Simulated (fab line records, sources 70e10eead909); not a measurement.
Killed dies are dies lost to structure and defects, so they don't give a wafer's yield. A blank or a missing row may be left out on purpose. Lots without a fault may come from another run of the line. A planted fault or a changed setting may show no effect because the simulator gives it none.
fab line records | flow nand_harc
record lots=24 wafers=72 last_day=34
route steps=1302 shown A_CHANNEL_FILL_D2@633 A_STAIRCASE@653
lots that met no fault: from a run of the same line without faults
start_h: hours from the record's first day to the start of the lot's first wafer shown | wait_h: hours since the lot's step before | " the same as in the row above | L1.1+2: a row that stands for several wafers | - no value, or no start given | * or withheld: withheld | < > ~ a bound
route shown NAME@n: a module of which the file shows steps, and the number in the route of the first | usual: mean/standard deviation of fault-free wafers | same: alike in all rows | chamber/n: place in a boat | sites: the reading at each site | _std_site: their standard deviation | _edge_site: outer sites' mean less inner sites' | radius_mm: how far each site lies from the wafer's centre | mask NAME#n: copy n | behind: the tool/chamber that last shaped the wafer | hold: why the lot was held/for how many hours/how that ended | device: the transistor (n, p or np) that didn't switch | end of line: the same wafers' tests at the end of the route | a step without rows: its recipe alone | killed: dies lost to structure and defects at the first sort, not the wafer's yield | map: a wafer's dies, x killed, . not, _ none there
set.NAME: the setting as run; set.NAME@STEP: as run at that earlier step | model.NAME: the simulator's own value behind a step, which no gauge read
steps of the route over a sample of lots; a table a step, a row a wafer
services: from which hour (start_h, from the record's first day; less than 0 if before it) a tool's chamber was out of use, for how many hours, and why
## steps
# step NHARC_A_CHANNEL_FILL_D2_CMP_10
# recipe target_thk_nm=150
# usual motor_current_A=11.0/1.2 time_to_endpoint_s=14.7/2.1
# columns lot.wafer tool chamber start_h wait_h motor_current_A time_to_endpoint_s
L074.1 cmp-04 0 344.99 0.4 10.0 16.1
L074.2 " 1 " " 11.4 12.7
L074.5 " 1 " " 11.5 14.3
L075.4 cmp-04 1 364.67 0.4 11.7 13.7
L075.6 " 2 " " 9.9 14.7
L075.5 " 3 " " 11.9 16.4
L077.1 cmp-03 2 371.95 0.4 11.5 14.2
L077.4 " 1 " " 12.0 11.9
L077.5 " 2 " " 10.9 13.8
L076.3 cmp-02 0 371.97 0.4 14.7 17.9
L076.4 " 1 " " 11.0 16.1
L076.6 " 0 " " 13.1 17.6
L079.1 cmp-04 1 396.72 0.4 11.9 12.8
L079.4 " 3 " " 12.0 13.5
L079.5 " 0 " " 8.9 14.3
L078.4 cmp-03 0 396.74 0.4 9.3 12.8
L078.6 " 2 " " 11.4 15.4
L078.5 " 3 " " 10.3 12.4
L080.3 cmp-03 2 416.64 0.4 11.2 14.2
L080.4 " 0 " " 9.5 11.0
L080.6 " 2 " " 10.5 13.2
L081.2 cmp-04 1 416.67 0.4 11.5 15.1
L081.3 " 3 " " 12.3 12.9
L081.6 " 0 " " 9.6 17.1
L082.1 cmp-03 1 440.51 0.4 11.2 15.1
L082.3 " 2 " " 10.8 13.3
L082.5 " 2 " " 11.7 13.2
L083.1 cmp-04 2 450.75 0.4 10.4 16.2
L083.2 " 0 " " 9.8 16.5
L083.6 " 2 " " 10.6 14.0
L084.2 cmp-03 1 450.75 0.4 11.5 12.2
L084.4 " 2 " " 11.2 12.7
L084.3 " 3 " " 11.0 10.6
L086.1 cmp-04 3 466.19 0.4 12.0 9.6
L086.6 " 2 " " 9.8 11.8
L086.5 " 3 " " 11.4 13.0
L085.4 cmp-03 2 469.74 0.4 11.5 16.2
L085.1 " 3 " " 10.9 14.6
L085.2 " 0 " " 10.1 18.7
L088.3 cmp-04 1 492.48 0.4 12.0 16.5
L088.5 " 0 " " 9.5 19.0
L088.6 " 1 " " 11.5 16.0
L087.1 cmp-03 0 492.48 0.4 9.9 17.4
L087.5 " 3 " " 10.8 18.4
L087.6 " 0 " " 9.5 17.8
L089.2 cmp-04 3 501.75 0.4 12.2 15.0
L089.3 " 2 " " 9.9 11.5
L089.5 " 0 " " 9.4 14.9
L090.1 cmp-04 2 510.81 0.4 10.1 14.7
L090.2 " 3 " " 11.6 13.4
L090.5 " 1 " " 11.3 12.5
L091.4 cmp-04 2 522.76 0.4 9.8 13.5
L091.2 " 1 " " 11.7 12.9
L091.5 " 3 " " 11.5 14.1
L092.1 cmp-04 3 531.73 0.4 11.7 15.6
L092.3 " 0 " " 9.4 14.6
L092.2 " 2 " " 10.4 14.4
L093.1 cmp-02 1 531.75 0.4 10.3 16.0
L093.4 " 2 " " 12.0 13.4
L093.6 " 0 " " 13.8 18.7
L094.3 cmp-04 3 549.67 0.4 11.7 13.0
L094.4 " 0 " " 9.7 13.7
L094.5 " 3 " " 11.1 10.8
L095.4 cmp-03 0 561.54 0.4 9.9 17.6
L095.2 " 1 " " 11.9 14.3
L095.6 " 3 " " 11.0 14.7
L097.4 cmp-02 0 576.12 0.4 13.9 17.6
L097.5 " 3 " " 13.2 17.8
L097.6 " 0 " " 13.8 17.1
L096.4 cmp-04 1 576.12 0.4 11.8 14.7
L096.2 " 2 " " 10.5 12.6
L096.6 " 1 " " 11.1 15.4
# step NHARC_A_CHANNEL_FILL_D2_INSPECT_13
# usual raw_defect_count=357/120
# columns lot.wafer tool chamber start_h wait_h raw_defect_count
L074.1 defect_inspect-01 - 345.61 0.2 235
L074.2 " - " " 436
L074.5 " - " " 200
L075.4 defect_inspect-02 - 365.21 0.1 536
L075.5 " - " " 437
L075.6 " - " " 634
L077.1 defect_inspect-02 - 372.56 0.2 330
L077.4 " - " " 361
L077.5 " - " " 374
L076.3 defect_inspect-01 - 372.73 0.1 249
L076.4 " - " " 268
L076.6 " - " " 291
L079.1 defect_inspect-02 - 397.30 0.2 465
L079.4 " - " " 346
L079.5 " - " " 170
L078.4 defect_inspect-02 - 397.48 0.1 281
L078.5 " - " " 465
L078.6 " - " " 411
L081.2 defect_inspect-02 - 417.25 0.1 398
L081.3 " - " " 256
L081.6 " - " " 436
L080.3 defect_inspect-01 - 417.28 0.1 262
L080.4 " - " " 357
L080.6 " - " " 264
L082.1 defect_inspect-01 - 441.12 0.2 631
L082.3 " - " " 499
L082.5 " - " " 615
L084.2 defect_inspect-02 - 451.35 0.1 251
L084.3 " - " " 257
L084.4 " - " " 341
L083.1 defect_inspect-02 - 451.51 0.3 400
L083.2 " - " " 273
L083.6 " - " " 265
L086.1 defect_inspect-01 - 466.78 0.2 677
L086.5 " - " " 287
L086.6 " - " " 554
L085.1 defect_inspect-01 - 470.34 0.2 387
L085.2 " - " " 763
L085.4 " - " " 267
L087.1 defect_inspect-01 - 493.07 0.2 349
L087.5 " - " " 213
L087.6 " - " " 324
L088.3 defect_inspect-02 - 493.07 0.1 274
L088.5 " - " " 384
L088.6 " - " " 288
L089.2 defect_inspect-02 - 502.37 0.1 386
L089.3 " - " " 340
L089.5 " - " " 387
L090.1 defect_inspect-01 - 511.37 0.2 651
L090.2 " - " " 439
L090.5 " - " " 452
L091.2 defect_inspect-01 - 523.37 0.1 201
L091.4 " - " " 238
L091.5 " - " " 205
L093.1 defect_inspect-02 - 532.34 0.2 256
L093.4 " - " " 344
L093.6 " - " " 377
L092.1 defect_inspect-01 - 532.42 0.2 480
L092.2 " - " " 448
L092.3 " - " " 450
L094.3 defect_inspect-02 - 550.32 0.1 368
L094.4 " - " " 394
L094.5 " - " " 435
L095.2 defect_inspect-01 - 562.16 0.1 371
L095.4 " - " " 257
L095.6 " - " " 335
L096.2 defect_inspect-02 - 576.71 0.1 476
L096.4 " - " " 336
L096.6 " - " " 270
L097.4 defect_inspect-01 - 576.89 0.1 238
L097.5 " - " " 238
L097.6 " - " " 259
# step NHARC_A_STAIRCASE_STRIP_171
# recipe power_w=1500 temp_c=250 chemistry=O2
# usual drypump_motor_current_A=5.8/0.41 heater_power_w=330/24
# columns lot.wafer tool chamber start_h wait_h drypump_motor_current_A heater_power_w rf_hours_counter_h
L074.2 plasma_asher-02 1 346.86 - 6.3 293 16
L074.1 " 0 " " 6.0 304 16
L074.5 " 1 " " 6.3 296 -
L075.4 plasma_asher-01 1 366.67 - 5.2 354 -
L075.6 " 1 " " 5.2 356 -
L075.5 " 0 " " 5.8 357 -
L077.1 plasma_asher-01 0 373.94 - 5.8 345 6
L077.4 " 1 " " 5.2 352 -
L077.5 " 0 " " 5.8 360 -
L076.4 plasma_asher-02 0 374.32 - 6.0 303 -
L076.3 " 1 " " 6.3 306 -
L076.6 " 0 " " 6.0 304 -
L079.1 plasma_asher-01 0 398.59 - 5.8 352 11
L079.4 " 0 " " 5.8 362 -
L079.5 " 0 " " 5.8 354 -
L078.4 plasma_asher-02 0 399.00 - 6.0 296 -
L078.5 " 1 " " 6.3 296 -
L078.6 " 0 " " 6.0 301 -
L081.2 plasma_asher-02 0 418.67 - 6.0 300 32
L081.3 " 1 " " 6.3 291 -
L081.6 " 0 " " 6.0 304 -
L080.4 plasma_asher-01 1 418.87 - 5.2 344 -
L080.3 " 0 " " 5.8 367 -
L080.6 " 0 " " 5.8 360 -
L082.1 plasma_asher-02 1 442.48 - 6.3 311 1
L082.3 " 0 " " 6.0 305 -
L082.5 " 1 " " 6.3 312 -
L083.1 plasma_asher-01 0 454.02 - 5.8 364 24
L083.2 " 1 " " 5.2 350 24
L083.6 " 1 " " 5.2 354 -
L084.2 plasma_asher-02 1 454.21 - 6.3 317 4
L084.4 " 0 " " 6.0 301 -
L084.3 " 1 " " 6.3 309 -
L086.1 plasma_asher-01 0 468.02 - 5.8 343 26
L086.6 " 0 " " 5.8 360 -
L086.5 " 1 " " 5.2 353 -
L085.1 plasma_asher-01 0 471.96 - 5.8 352 27
L085.2 " 1 " " 5.2 346 27
L085.4 " 1 " " 5.2 348 -
L088.3 plasma_asher-01 1 494.46 - 5.2 357 -
L088.6 " 1 " " 5.2 359 -
L088.5 " 0 " " 5.8 351 -
L087.1 plasma_asher-01 0 497.34 - 5.8 356 31
L087.6 " 0 " " 5.8 358 -
L087.5 " 1 " " 5.2 356 -
L089.2 plasma_asher-02 0 504.07 - 6.0 308 14
L089.3 " 1 " " 6.3 309 -
L089.5 " 0 " " 6.0 305 -
L090.2 plasma_asher-02 0 512.78 - 6.0 311 16
L090.1 " 1 " " 6.3 308 16
L090.5 " 1 " " 6.3 316 -
L091.2 plasma_asher-02 1 524.61 - 6.3 309 20
L091.4 " 1 " " 6.3 314 -
L091.5 " 0 " " 6.0 302 -
L093.1 plasma_asher-01 0 533.78 - 5.8 342 1
L093.4 " 1 " " 5.2 349 -
L093.6 " 0 " " 5.8 337 -
L092.2 plasma_asher-01 1 534.01 - 5.2 341 1
L092.1 " 0 " " 5.8 329 1
L092.3 " 1 " " 5.2 360 -
L094.3 plasma_asher-02 0 552.13 - 6.0 307 -
L094.4 " 1 " " 6.3 308 -
L094.5 " 1 " " 6.3 318 -
L095.2 plasma_asher-01 1 563.69 - 5.2 356 7
L095.4 " 0 " " 5.8 334 -
L095.6 " 0 " " 5.8 339 -
L096.2 plasma_asher-01 0 579.24 - 5.9 338 10
L096.4 " 0 " " 5.8 335 -
L096.6 " 0 " " 5.9 338 -
L097.4 plasma_asher-02 1 579.67 - 6.3 312 -
L097.5 " 0 " " 6.0 305 -
L097.6 " 1 " " 6.3 319 -
# step NHARC_A_STAIRCASE_TRIM_16
# recipe time_s=211.2 o2_flow_sccm=500 ar_flow_sccm=0 bias_w=0 chemistry=O2
# usual drypump_motor_current_A=5.8/0.31 o2_flow_sccm=500.2/1.6 oes_product_au=1.001/0.0094 rf_vpp_V=57.9/0.89 showerhead_plenum_p_Torr=3.57/0.14 throttle_valve_pct=17.037/0.0095
# columns lot.wafer tool chamber start_h wait_h drypump_motor_current_A o2_flow_sccm oes_product_au rf_hours_counter_h rf_vpp_V showerhead_plenum_p_Torr throttle_valve_pct
L074.1 rie_diel-09 2 - - 6.5 499.6 0.996 8 57.0 3.55 17.039
L074.2 " 0 " " 6.0 499.1 0.997 7 58.3 3.66 17.051
L074.5 " 0 " " 6.0 499.0 0.994 - 58.2 3.66 17.024
L075.4 rie_diel-02 0 - - 6.1 498.3 1.002 49 58.8 3.75 17.044
L075.5 " 1 " " 5.7 500.6 1.004 - 57.8 3.37 17.042
L075.6 " 2 " " 5.8 499.7 0.994 - 56.8 3.45 17.018
L077.1 rie_diel-02 1 - - 5.6 498.8 0.994 49 57.8 3.37 17.054
L077.4 " 2 " " 5.8 499.9 0.975 51 57.5 3.45 17.032
L077.5 " 0 " " 6.2 498.7 0.992 - 57.4 3.75 17.036
L076.4 rie_diel-02 3 - - 5.2 500.7 1.004 52 58.4 3.66 17.029
L076.3 " 0 " " 6.1 500.2 0.994 51 58.1 3.75 17.028
L076.6 " 2 " " 5.8 499.3 0.982 - 55.6 3.45 17.033
L079.4 rie_diel-09 3 - - 5.8 501.0 1.011 29 58.7 3.76 17.051
L079.1 " 1 " " 5.9 501.2 1.008 19 57.1 3.44 17.057
L079.5 " 3 " " 5.9 499.4 1.032 - 58.1 3.76 17.031
L078.4 rie_diel-09 2 - - 6.5 500.3 0.999 19 58.7 3.54 17.025
L078.6 " 1 " " 5.9 502.8 1.001 - 58.3 3.44 17.020
L078.5 " 2 " " 6.5 502.5 0.998 - 59.5 3.54 17.053
L081.2 rie_diel-02 2 - - 5.8 498.9 0.995 6 56.6 3.44 17.038
L081.3 " 3 " " 5.3 501.1 0.998 6 58.3 3.65 17.031
L081.6 " 1 " " 5.7 498.0 1.007 - 57.2 3.37 17.035
L080.3 rie_diel-09 2 - - 6.4 499.7 0.993 29 58.0 3.54 17.046
L080.4 " 1 " " 5.9 502.8 1.003 20 57.1 3.44 17.040
L080.6 " 2 " " 6.5 496.8 1.001 - 58.1 3.54 17.035
L082.1 rie_diel-09 3 - - 5.9 502.8 1.018 44 59.8 3.75 17.033
L082.3 " 0 " " 6.0 497.6 1.016 41 57.8 3.64 17.051
L082.5 " 1 " " 5.9 499.4 1.019 - 56.4 3.43 17.023
L083.2 rie_diel-09 0 - - 6.0 500.9 1.011 46 57.6 3.64 17.036
L083.1 " 1 " " 5.9 498.2 1.009 33 55.7 3.43 17.050
L083.6 " 3 " " 5.9 500.4 1.025 - 58.5 3.75 17.061
L084.4 rie_diel-02 3 - - 5.3 499.3 0.999 15 59.1 3.65 17.031
L084.2 " 0 " " 6.1 502.4 0.997 18 58.7 3.73 17.024
L084.3 " 2 " " 5.8 500.9 0.988 16 57.7 3.44 17.048
L086.1 rie_diel-02 0 - - 6.1 500.3 1.006 23 57.5 3.73 17.029
L086.6 " 1 " " 5.6 498.7 0.999 - 57.6 3.36 17.016
L086.5 " 2 " " 5.8 502.4 1.003 - 59.8 3.43 17.047
L085.4 rie_diel-12 3 - - 5.9 500.7 0.985 6 59.5 3.80 17.035
L085.1 " 0 " " 5.7 498.0 1.009 6 56.2 3.55 17.027
L085.2 " 2 " " 5.7 500.7 1.014 6 57.8 3.61 17.046
L088.3 rie_diel-12 3 - - 5.9 499.2 0.990 12 58.6 3.80 17.029
L088.6 " 2 " " 5.7 501.9 1.009 - 58.0 3.61 17.030
L088.5 " 3 " " 5.9 500.2 0.997 - 58.0 3.80 17.020
L087.1 rie_diel-02 2 - - 5.8 501.7 0.991 30 57.9 3.43 17.051
L087.5 " 3 " " 5.3 499.1 1.010 - 57.6 3.64 17.033
L087.6 " 0 " " 6.1 500.9 1.004 - 57.7 3.72 17.026
L089.3 rie_diel-02 0 - - 6.1 502.5 0.999 39 59.2 3.72 17.022
L089.2 " 1 " " 5.6 499.5 1.006 40 57.6 3.35 17.038
L089.5 " 0 " " 6.1 501.7 1.002 - 57.9 3.72 17.027
L090.1 rie_diel-12 1 - - 5.9 502.1 1.002 21 58.6 3.56 17.034
L090.2 " 2 " " 5.7 498.8 1.008 15 57.3 3.61 17.043
L090.5 " 0 " " 5.7 496.4 0.998 - 57.3 3.54 17.032
L091.4 rie_diel-02 3 - - 5.3 500.0 0.999 39 57.4 3.63 17.033
L091.2 " 1 " " 5.6 499.8 0.995 46 57.9 3.34 17.044
L091.5 " 2 " " 5.8 500.1 1.008 - 56.3 3.42 17.032
L093.4 rie_diel-02 0 - - 6.2 499.0 1.004 47 58.7 3.71 17.034
L093.1 " 2 " " 5.8 500.6 0.994 42 58.8 3.42 17.034
L093.6 " 1 " " 5.6 499.4 1.003 - 57.1 3.34 17.027
L092.3 rie_diel-02 0 - - 6.1 501.0 0.999 47 58.6 3.71 17.032
L092.2 " 2 " " 5.8 498.5 0.998 42 57.6 3.42 17.051
L092.1 " 3 " " 5.3 503.8 0.999 41 57.9 3.63 17.040
L094.4 rie_diel-02 1 - - 5.7 500.7 1.007 55 57.6 3.34 17.031
L094.3 " 3 " " 5.3 501.5 1.015 46 57.8 3.63 17.033
L094.5 " 1 " " 5.7 497.8 0.995 - 57.4 3.34 17.031
L095.2 rie_diel-09 3 - - 5.9 501.5 1.015 17 59.2 3.73 17.047
L095.4 " 1 " " 5.9 500.6 0.995 18 57.8 3.42 17.041
L095.6 " 0 " " 6.0 501.0 0.990 - 59.4 3.62 17.035
L096.4 rie_diel-02 2 - - 5.8 501.3 1.027 0 58.0 3.42 17.036
L096.2 " 3 " " 5.3 498.1 0.978 0 58.5 3.62 17.038
L096.6 " 2 " " 5.8 502.8 1.013 - 58.7 3.42 17.047
L097.6 rie_diel-12 0 - - 5.7 499.9 0.998 - 58.7 3.53 17.035
L097.5 " 2 " " 5.7 500.2 1.003 - 57.8 3.59 17.037
L097.4 " 3 " " 5.9 502.1 0.988 - 57.6 3.78 17.036
# step NHARC_A_STAIRCASE_TRIM_20
# recipe time_s=211.2 o2_flow_sccm=500 ar_flow_sccm=0 bias_w=0 chemistry=O2
# usual drypump_motor_current_A=5.8/0.31 o2_flow_sccm=499.9/1.6 oes_product_au=1.001/0.0096 rf_vpp_V=57.9/0.87 showerhead_plenum_p_Torr=3.57/0.14 throttle_valve_pct=17.036/0.0097
# columns lot.wafer tool chamber start_h wait_h drypump_motor_current_A o2_flow_sccm oes_product_au rf_hours_counter_h rf_vpp_V showerhead_plenum_p_Torr throttle_valve_pct
L074.2 rie_diel-12 1 350.00 0.1 5.9 501.4 0.998 27 56.9 3.58 17.061
L074.1 " 0 " " 5.7 498.5 1.005 27 57.1 3.57 17.025
L074.5 " 1 " " 5.9 500.7 0.993 - 57.4 3.58 17.029
L075.4 rie_diel-02 0 369.22 0.1 6.1 497.8 1.007 49 58.7 3.75 17.031
L075.5 " 3 " " 5.3 502.0 1.013 - 58.4 3.66 17.033
L075.6 " 0 " " 6.1 499.1 1.004 - 58.2 3.75 17.052
L077.1 rie_diel-12 2 376.68 0.1 5.7 499.3 1.021 34 59.0 3.63 17.049
L077.4 " 0 " " 5.7 502.2 0.987 36 58.5 3.56 17.048
L077.5 " 2 " " 5.7 500.7 1.015 - 57.5 3.63 17.037
L076.3 rie_diel-02 2 376.99 0.1 5.8 501.7 0.990 51 58.1 3.45 17.044
L076.4 " 3 " " 5.3 501.2 1.012 52 58.9 3.66 17.019
L076.6 " 2 " " 5.8 500.2 0.982 - 58.7 3.45 17.026
L079.4 rie_diel-12 0 401.87 0.1 5.7 498.7 0.998 43 56.2 3.56 17.043
L079.1 " 2 " " 5.6 501.7 1.017 40 59.0 3.62 17.027
L079.5 " 3 " " 5.9 500.4 0.986 - 56.8 3.28 17.028
L078.4 rie_diel-09 2 401.99 0.1 6.4 502.6 0.991 19 58.2 3.54 17.027
L078.5 " 3 " " 5.9 498.7 1.026 - 57.7 3.76 17.058
L078.6 " 0 " " 6.0 500.9 1.003 - 58.0 3.65 17.027
L081.2 rie_diel-02 1 421.30 0.1 5.6 499.5 1.001 6 57.1 3.37 17.034
L081.3 " 2 " " 5.8 500.8 1.000 7 57.1 3.44 17.042
L081.6 " 3 " " 5.3 498.3 1.001 - 57.7 3.65 17.042
L080.4 rie_diel-09 0 421.55 0.1 6.0 498.1 1.003 37 57.8 3.64 17.025
L080.3 " 1 " " 5.9 498.6 1.006 20 57.5 3.44 17.038
L080.6 " 2 " " 6.4 499.6 1.001 - 57.3 3.54 17.034
L082.1 rie_diel-02 2 445.12 0.1 5.8 498.4 1.004 12 57.9 3.44 17.037
L082.3 " 3 " " 5.3 496.2 1.005 11 58.9 3.65 17.050
L082.5 " 1 " " 5.6 501.0 1.007 - 57.2 3.36 17.026
L083.1 rie_diel-09 2 456.79 0.1 6.5 500.5 0.994 42 58.4 3.53 17.046
L083.2 " 0 " " 6.0 501.3 1.000 46 57.5 3.64 17.035
L083.6 " 2 " " 6.5 503.5 0.991 - 58.3 3.53 17.043
L084.2 rie_diel-02 0 456.91 0.1 6.1 501.9 0.994 19 58.1 3.73 17.047
L084.3 " 1 " " 5.7 500.8 0.992 20 57.3 3.36 17.040
L084.4 " 2 " " 5.8 501.5 0.993 16 58.2 3.44 17.039
L086.1 rie_diel-09 0 470.70 0.1 6.0 500.6 1.012 49 58.6 3.64 17.040
L086.5 " 1 " " 5.9 501.0 1.002 - 58.1 3.43 17.040
L086.6 " 2 " " 6.5 501.3 0.991 - 59.2 3.53 17.045
L085.1 rie_diel-12 1 474.81 0.1 5.9 498.1 0.993 9 59.0 3.56 17.035
L085.2 " 3 " " 5.9 499.8 0.986 7 56.0 3.80 17.034
L085.4 " 3 " " 5.9 500.6 0.991 - 58.2 3.80 17.032
L088.3 rie_diel-12 2 496.96 0.1 5.7 499.1 1.009 9 57.6 3.61 17.035
L088.5 " 3 " " 5.9 500.7 0.987 - 58.3 3.80 17.029
L088.6 " 0 " " 5.7 500.8 0.992 - 57.4 3.55 17.038
L087.1 rie_diel-02 2 500.72 0.2 5.7 499.9 1.000 31 57.0 3.43 17.031
L087.6 " 1 " " 5.6 498.7 0.996 - 57.9 3.35 17.041
L087.5 " 2 " " 5.7 499.9 0.994 - 58.4 3.43 17.042
L089.3 rie_diel-02 2 506.83 0.1 5.8 496.8 0.993 34 59.2 3.43 17.027
L089.2 " 0 " " 6.1 504.3 0.996 39 57.9 3.72 17.024
L089.5 " 3 " " 5.3 499.0 1.010 - 55.4 3.63 17.026
L090.2 rie_diel-09 2 515.74 0.1 6.5 498.4 1.006 3 57.0 3.52 17.036
L090.1 " 3 " " 5.8 499.3 1.017 3 57.9 3.74 17.032
L090.5 " 3 " " 5.9 500.8 1.019 - 58.8 3.74 17.026
L091.4 rie_diel-09 2 528.58 0.1 6.4 500.7 1.012 8 56.7 3.52 17.042
L091.2 " 0 " " 6.0 499.8 0.998 7 57.7 3.63 17.056
L091.5 " 2 " " 6.5 499.3 1.007 - 57.4 3.52 17.039
L093.1 rie_diel-02 2 536.57 0.1 5.8 498.1 1.001 42 57.4 3.42 17.023
L093.4 " 3 " " 5.3 499.5 0.996 42 55.7 3.63 17.054
L093.6 " 2 " " 5.8 499.1 1.007 - 58.1 3.42 17.037
L092.2 rie_diel-09 0 536.88 0.1 6.0 502.8 0.993 9 59.6 3.63 17.054
L092.1 " 1 " " 5.9 501.9 0.988 13 58.4 3.42 17.039
L092.3 " 2 " " 6.5 500.2 1.000 11 57.2 3.52 17.032
L094.4 rie_diel-12 1 554.67 0.1 5.9 499.2 1.005 37 58.1 3.55 17.032
L094.3 " 3 " " 5.9 500.0 0.979 32 59.2 3.79 17.028
L094.5 " 1 " " 5.9 494.5 0.987 - 57.5 3.55 17.039
L095.2 rie_diel-02 2 566.31 0.1 5.8 500.0 1.004 51 59.2 3.42 17.032
L095.4 " 0 " " 6.1 498.6 1.008 56 58.0 3.71 17.026
L095.6 " 2 " " 5.8 498.5 0.998 - 57.4 3.42 17.035
L096.2 rie_diel-02 1 581.82 0.1 5.6 499.8 1.000 1 57.3 3.34 17.035
L096.4 " 2 " " 5.8 501.5 1.016 1 59.7 3.42 17.037
L096.6 " 0 " " 6.2 500.3 1.000 - 58.1 3.71 17.029
L097.4 rie_diel-09 2 582.32 0.1 6.5 499.6 1.004 25 57.3 3.51 17.028
L097.6 " 2 " " 6.5 498.8 0.997 - 58.2 3.51 17.035
L097.5 " 3 " " 5.8 503.0 1.002 - 57.3 3.72 17.037
# step NHARC_A_STAIRCASE_ETCH_23
# recipe target_depth_a=1000 time_s=40.5 ion_energy_ev=400 c4f8_flow_sccm=20 o2_flow_sccm=10 ar_flow_sccm=withheld rf_w=600 bias_w=1000 chemistry=C4F8/O2
# usual oes_product_au=0.949/0.013 rf_vpp_V=897/5.1
# columns lot.wafer tool chamber start_h wait_h oes_product_au rf_hours_counter_h rf_vpp_V
L074.1 rie_diel-12 1 - - 0.956 27 898
L074.2 " 2 " " 0.978 27 899
L074.5 " 0 " " 0.966 - 896
L075.4 rie_diel-02 3 - - 0.964 50 901
L075.6 " 3 " " 0.973 - 902
L075.5 " 0 " " 0.965 - 903
L077.1 rie_diel-12 0 - - 0.952 36 897
L077.4 " 2 " " 0.976 34 899
L077.5 " 0 " " 0.949 - 897
L076.3 rie_diel-02 2 - - 0.940 51 893
L076.4 " 3 " " 0.943 53 900
L076.6 " 3 " " 0.937 - 902
L079.1 rie_diel-12 0 - - 0.937 43 896
L079.4 " 2 " " 0.966 40 899
L079.5 " 3 " " 0.942 - 887
L078.4 rie_diel-09 0 - - 0.926 27 901
L078.5 " 2 " " 0.932 - 898
L078.6 " 3 " " 0.944 - 904
L081.2 rie_diel-02 1 - - 0.935 6 890
L081.3 " 0 " " 0.929 5 903
L081.6 " 1 " " 0.935 - 890
L080.3 rie_diel-09 0 - - 0.946 37 900
L080.4 " 2 " " 0.941 29 896
L080.6 " 3 " " 0.962 - 904
L082.3 rie_diel-02 2 - - 0.951 12 893
L082.1 " 3 " " 0.948 11 901
L082.5 " 0 " " 0.960 - 904
L083.2 rie_diel-09 3 - - 0.951 49 903
L083.1 " 0 " " 0.958 46 899
L083.6 " 3 " " 0.952 - 904
L084.2 rie_diel-02 1 - - 0.946 20 890
L084.3 " 2 " " 0.939 16 893
L084.4 " 3 " " 0.945 15 900
L086.1 rie_diel-09 2 - - 0.946 45 896
L086.6 " 0 " " 0.973 - 899
L086.5 " 1 " " 0.958 - 892
L085.1 rie_diel-12 0 - - 0.943 7 897
L085.2 " 1 " " 0.935 9 898
L085.4 " 1 " " 0.937 - 897
L088.3 rie_diel-12 0 - - 0.945 12 897
L088.5 " 0 " " 0.944 - 897
L088.6 " 1 " " 0.937 - 897
L087.1 rie_diel-02 3 - - 0.961 31 899
L087.6 " 0 " " 0.955 - 904
L087.5 " 1 " " 0.959 - 889
L089.2 rie_diel-02 1 - - 0.933 40 888
L089.3 " 0 " " 0.941 39 902
L089.5 " 2 " " 0.943 - 894
L090.2 rie_diel-09 0 - - 0.965 0 900
L090.1 " 2 " " 0.965 3 896
L090.5 " 3 " " 0.979 - 903
L091.2 rie_diel-09 1 - - 0.953 11 893
L091.4 " 0 " " 0.948 7 899
L091.5 " 2 " " 0.954 - 896
L093.1 rie_diel-02 1 - - 0.946 49 890
L093.4 " 2 " " 0.947 43 893
L093.6 " 1 " " 0.945 - 889
L092.2 rie_diel-09 0 - - 0.941 10 898
L092.3 " 1 " " 0.941 13 893
L092.1 " 2 " " 0.950 11 896
L094.3 rie_diel-12 3 - - 0.943 32 905
L094.4 " 0 " " 0.945 36 895
L094.5 " 2 " " 0.941 - 900
L095.4 rie_diel-02 3 - - 0.961 49 898
L095.2 " 0 " " 0.945 56 902
L095.6 " 2 " " 0.962 - 891
L096.4 rie_diel-02 1 - - 0.959 1 889
L096.2 " 0 " " 0.938 1 903
L096.6 " 1 " " 0.955 - 889
L097.4 rie_diel-09 1 - - 0.964 28 892
L097.6 " 3 " " 0.972 - 901
L097.5 " 0 " " 0.949 - 899
## services
# columns tool chamber start_h hours kind
plasma_asher-02 - 329.45 2.8 repair
cmp-03 - 331.62 0.4 repair
rie_diel-09 1 343.46 7.0 repair
rie_diel-09 1 351.65 5.3 repair
cmp-03 - 358.01 4.0 pm
rie_diel-09 2 384.43 16.1 repair
rie_diel-02 - 393.85 9.0 pm
cmp-04 - 408.37 4.0 pm
cmp-03 - 412.64 2.3 repair
plasma_asher-02 - 426.00 9.0 pm
rie_diel-12 - 445.96 9.0 pm
plasma_asher-01 - 464.71 2.0 repair
rie_diel-12 2 474.63 9.5 repair
cmp-04 - 483.35 2.1 repair
rie_diel-09 1 490.75 10.6 repair
rie_diel-09 0 497.32 16.6 repair
rie_diel-09 - 497.91 9.0 pm
cmp-04 - 504.99 0.2 repair
cmp-04 - 506.37 4.0 pm
plasma_asher-01 - 519.75 9.0 pm
cmp-04 - 537.54 0.3 repair
plasma_asher-02 - 561.50 2.7 repair
rie_diel-09 0 566.90 9.3 repair
rie_diel-02 - 570.88 9.0 pm
## key
fault none
